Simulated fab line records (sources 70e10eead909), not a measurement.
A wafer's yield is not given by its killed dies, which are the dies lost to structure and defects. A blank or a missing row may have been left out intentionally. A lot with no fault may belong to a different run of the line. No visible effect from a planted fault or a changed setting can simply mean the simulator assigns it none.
Check of tool commonality -- flow nand harc -- Sample size 3 lots and 9 wafers

== WHY IT WAS OPENED ==
At NHARC_END_SORT_01 the reading killed at array is flagged on 3 of 3 lots. Fault-free wafers read 63, with a standard deviation of 27.
Rule: flag the lot when none of its wafers has a number, or when each of its wafers that has one lies beyond 4 standard deviations from that mean. As for the other lots, they are considered sound.

lot,measured,on,"killed at array, wafer by wafer",flag
L898,day 26 06:21,prober-01,670 667 666,FLAGGED
L899,day 26 16:31,prober-02,671 676 674,FLAGGED
L900,day 26 23:11,prober-01,671 676 671,FLAGGED
On average the flagged lots' numbers are 671, which is +608 against the usual, or +23 standard deviations.

== LOT BY LOT: THE TOOL USED ==
Before the reading, the record contains 4 process steps out of a 1302-step route. Read each cell as the tool, then ch plus the chambers that the sampled wafers visited, then the start.
lot,flag,NHARC_A_CHANNEL_FILL_D1_ALD_03,NHARC_A_CHANNEL_FILL_D1_ALD_16,NHARC_A_CHANNEL_FILL_D1_CVD_09,NHARC_A_CHANNEL_FILL_D1_CMP_10
L898,FLAGGED,"ald sin batch-03 ch 0, day 11 06:30 or earlier","ald hk-03 ch 0,1,2, day 11 06:30","lpcvd poly-02, day 12 14:40","cmp-01 ch 0,2,3, day 12 17:53"
L899,FLAGGED,"ald sin batch-02 ch 0, day 11 14:50 or earlier","ald hk-01 ch 0,1,2, day 11 14:50","lpcvd poly-04, day 13 01:04","cmp-01 ch 0,2,3, day 13 04:16"
L900,FLAGGED,"ald sin batch-03 ch 0, day 12 02:59 or earlier","ald hk-01 ch 2,3, day 12 02:59","lpcvd poly-04, day 13 10:59","cmp-02 ch 0,1,3, day 13 14:13"
What the steps here do:
- NHARC_A_CHANNEL_FILL_D1_ALD_03: deposits SiNx, target thk 6 nm, pulse time 60 s, ald cycles 58.
- NHARC_A_CHANNEL_FILL_D1_ALD_16: deposits SiO2, target thk 1.5 nm, pulse time 10 s, ald cycles 15.
- NHARC_A_CHANNEL_FILL_D1_CVD_09: deposits poly-Si, target thk 150 nm, time 3000 s.
- NHARC_A_CHANNEL_FILL_D1_CMP_10: polishes, target thk 150 nm.
- NHARC_END_SORT_01

== FLAGGED OVER TOTAL, TOOL BY TOOL (the gauges that took the reading come last) ==
step,tool,lots run,flagged,share of the flagged lots,sound lots run after its first flagged lot
NHARC_A_CHANNEL_FILL_D1_ALD_03,ald sin batch-02,1,1,some,0
NHARC_A_CHANNEL_FILL_D1_ALD_03,ald sin batch-03,2,2,some,0
NHARC_A_CHANNEL_FILL_D1_ALD_16,ald hk-01,2,2,some,0
NHARC_A_CHANNEL_FILL_D1_ALD_16,ald hk-03,1,1,some,0
NHARC_A_CHANNEL_FILL_D1_CVD_09,lpcvd poly-02,1,1,some,0
NHARC_A_CHANNEL_FILL_D1_CVD_09,lpcvd poly-04,2,2,some,0
NHARC_A_CHANNEL_FILL_D1_CMP_10,cmp-01,2,2,some,0
NHARC_A_CHANNEL_FILL_D1_CMP_10,cmp-02,1,1,some,0
NHARC_END_SORT_01,prober-01,2,2,some,0
NHARC_END_SORT_01,prober-02,1,1,some,0
Because NHARC_A_CHANNEL_FILL_D1_ALD_03 lacks a start for some lots, the hours and order of its lots are taken from NHARC_A_CHANNEL_FILL_D1_ALD_16.

== WHAT THE TABLE PERMITS ==
No row of the table ran every flagged lot.

== WHAT THE SIMULATOR HAD INSERTED ==
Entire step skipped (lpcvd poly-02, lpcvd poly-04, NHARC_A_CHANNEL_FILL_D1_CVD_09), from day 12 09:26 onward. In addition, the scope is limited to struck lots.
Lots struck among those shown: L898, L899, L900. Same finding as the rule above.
